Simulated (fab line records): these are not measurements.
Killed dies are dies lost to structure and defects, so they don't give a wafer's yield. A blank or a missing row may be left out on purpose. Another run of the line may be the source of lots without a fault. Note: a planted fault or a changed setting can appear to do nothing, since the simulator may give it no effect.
Lot-split experiment / flow n5-finfet / route with 1938 steps; 7 lots, 21 wafers read

ABOUT THE SPLIT
At N5_FIN_SAQP_MANDREL_ETCH_22 (etches a-Si in HBr/Cl2, stops on SiNx, target depth 60 nm, bt time 10 s, time 30 s), the setting icp-w was moved away from the recipe's 800 W on 5 of the 21 wafers read, by -13.6% to +11.9%. For the rest of the wafers, this setting stayed at what the recipe calls for.

The split's own step is where the reading is taken.

THE READING
SOC_of_FIN_SAQP_COAT_49.thk-nm (the simulator's own value, which no gauge read), in nm, at N5_FIN_SAQP_MANDREL_ETCH_22 (etches a-Si in HBr/Cl2, stops on SiNx, target depth 60 nm, bt time 10 s, time 30 s). The file does not state a usual value for it. Here, 16 wafers ran the recipe; their average is 76.28 nm with a standard deviation of 0.3 nm.

wafer=L075.4; tool, chamber at the split=rie-si-02, 0; icp-w as run, W=800; against the recipe=recipe; SOC_of_FIN_SAQP_COAT_49.thk-nm, nm=76.96; against lot-mates on the recipe=-
wafer=L075.5; tool, chamber at the split=rie-si-02, 2; icp-w as run, W=800; against the recipe=recipe; SOC_of_FIN_SAQP_COAT_49.thk-nm, nm=76.45; against lot-mates on the recipe=-
wafer=L075.6; tool, chamber at the split=rie-si-02, 3; icp-w as run, W=800; against the recipe=recipe; SOC_of_FIN_SAQP_COAT_49.thk-nm, nm=76.67; against lot-mates on the recipe=-
wafer=L080.2; tool, chamber at the split=rie-si-02, 3; icp-w as run, W=800; against the recipe=recipe; SOC_of_FIN_SAQP_COAT_49.thk-nm, nm=76.31; against lot-mates on the recipe=-
wafer=L080.4; tool, chamber at the split=rie-si-02, 1; icp-w as run, W=800; against the recipe=recipe; SOC_of_FIN_SAQP_COAT_49.thk-nm, nm=75.73; against lot-mates on the recipe=-
wafer=L080.6; tool, chamber at the split=rie-si-02, 3; icp-w as run, W=800; against the recipe=recipe; SOC_of_FIN_SAQP_COAT_49.thk-nm, nm=76.5; against lot-mates on the recipe=-
wafer=L087.1; tool, chamber at the split=rie-si-01, 0; icp-w as run, W=800; against the recipe=recipe; SOC_of_FIN_SAQP_COAT_49.thk-nm, nm=76.21; against lot-mates on the recipe=-
wafer=L087.2; tool, chamber at the split=rie-si-01, 2; icp-w as run, W=800; against the recipe=recipe; SOC_of_FIN_SAQP_COAT_49.thk-nm, nm=76.16; against lot-mates on the recipe=-
wafer=L087.5; tool, chamber at the split=rie-si-01, 2; icp-w as run, W=800; against the recipe=recipe; SOC_of_FIN_SAQP_COAT_49.thk-nm, nm=76.37; against lot-mates on the recipe=-
wafer=L091.1; tool, chamber at the split=rie-si-01, 3; icp-w as run, W=800; against the recipe=recipe; SOC_of_FIN_SAQP_COAT_49.thk-nm, nm=76.22; against lot-mates on the recipe=-
wafer=L091.3; tool, chamber at the split=rie-si-01, 0; icp-w as run, W=800; against the recipe=recipe; SOC_of_FIN_SAQP_COAT_49.thk-nm, nm=76.61; against lot-mates on the recipe=-
wafer=L091.5; tool, chamber at the split=rie-si-01, 2; icp-w as run, W=708.4; against the recipe=-11.5%; SOC_of_FIN_SAQP_COAT_49.thk-nm, nm=77.68; against lot-mates on the recipe=+1.27
wafer=L092.2; tool, chamber at the split=rie-si-01, 1; icp-w as run, W=691.2; against the recipe=-13.6%; SOC_of_FIN_SAQP_COAT_49.thk-nm, nm=77.33; against lot-mates on the recipe=+1.32
wafer=L092.3; tool, chamber at the split=rie-si-01, 3; icp-w as run, W=800; against the recipe=recipe; SOC_of_FIN_SAQP_COAT_49.thk-nm, nm=76.01; against lot-mates on the recipe=-
wafer=L092.4; tool, chamber at the split=rie-si-01, 0; icp-w as run, W=691.2; against the recipe=-13.6%; SOC_of_FIN_SAQP_COAT_49.thk-nm, nm=77.71; against lot-mates on the recipe=+1.70
wafer=L095.1; tool, chamber at the split=rie-si-05, 0; icp-w as run, W=800; against the recipe=recipe; SOC_of_FIN_SAQP_COAT_49.thk-nm, nm=76.18; against lot-mates on the recipe=-
wafer=L095.4; tool, chamber at the split=rie-si-05, 3; icp-w as run, W=800; against the recipe=recipe; SOC_of_FIN_SAQP_COAT_49.thk-nm, nm=75.97; against lot-mates on the recipe=-
wafer=L095.6; tool, chamber at the split=rie-si-05, 2; icp-w as run, W=800; against the recipe=recipe; SOC_of_FIN_SAQP_COAT_49.thk-nm, nm=75.93; against lot-mates on the recipe=-
wafer=L096.1; tool, chamber at the split=rie-si-05, 3; icp-w as run, W=800; against the recipe=recipe; SOC_of_FIN_SAQP_COAT_49.thk-nm, nm=76.22; against lot-mates on the recipe=-
wafer=L096.2; tool, chamber at the split=rie-si-05, 2; icp-w as run, W=895.1; against the recipe=+11.9%; SOC_of_FIN_SAQP_COAT_49.thk-nm, nm=75.1; against lot-mates on the recipe=-1.12
wafer=L096.5; tool, chamber at the split=rie-si-05, 3; icp-w as run, W=895.1; against the recipe=+11.9%; SOC_of_FIN_SAQP_COAT_49.thk-nm, nm=74.88; against lot-mates on the recipe=-1.34

THE FIT
A straight line over all 21 wafers: SOC_of_FIN_SAQP_COAT_49.thk-nm changes by -0.103 nm for each +1% of icp-w; r = -0.91; the points scatter about the line by 0.29 nm.
The same after taking each lot's own level away (the mean of its wafers on the recipe; 21 wafers): -0.108 nm for each +1%; r = -0.96; scatter 0.19 nm.
That fit puts the effect of the largest move of icp-w on the reading at 1.5 nm.
The span of the lots' own levels, 76.010 to 76.693 nm, comes to 2.3 times the standard deviation stated above.
So the lot-to-lot level changes the slope little: the two slopes agree.
Check: +1.54 nm against its lot-mates is what the line predicts for one of the wafers moved furthest among these (-13.6%) when that wafer is left out of the fit. It came out at +1.32 nm against them.

FURTHER SPLITS ON THESE WAFERS
These wafers also went through other splits before the reading. Each is held against what the fit with the lots' levels taken away leaves over:
other split on the same wafers=N5_ZERO_LAYER_PECVD_02 time-s; wafers away from the commonest value=8; r with SOC_of_FIN_SAQP_COAT_49.thk-nm (lot level and that fit taken away)=+0.18
other split on the same wafers=N5_ZERO_LAYER_COAT_05 spin-rpm; wafers away from the commonest value=5; r with SOC_of_FIN_SAQP_COAT_49.thk-nm (lot level and that fit taken away)=+0.30
other split on the same wafers=N5_ZERO_LAYER_EXPOSE_08 dose-mj; wafers away from the commonest value=7; r with SOC_of_FIN_SAQP_COAT_49.thk-nm (lot level and that fit taken away)=+0.15
other split on the same wafers=N5_ZERO_LAYER_DEVELOP_10 develop-time-s; wafers away from the commonest value=8; r with SOC_of_FIN_SAQP_COAT_49.thk-nm (lot level and that fit taken away)=-0.02

THE FILE'S OWN FIT
SOC_of_FIN_SAQP_COAT_49.thk-nm changes by -0.108 nm for each +1% of icp-w, r = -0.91.
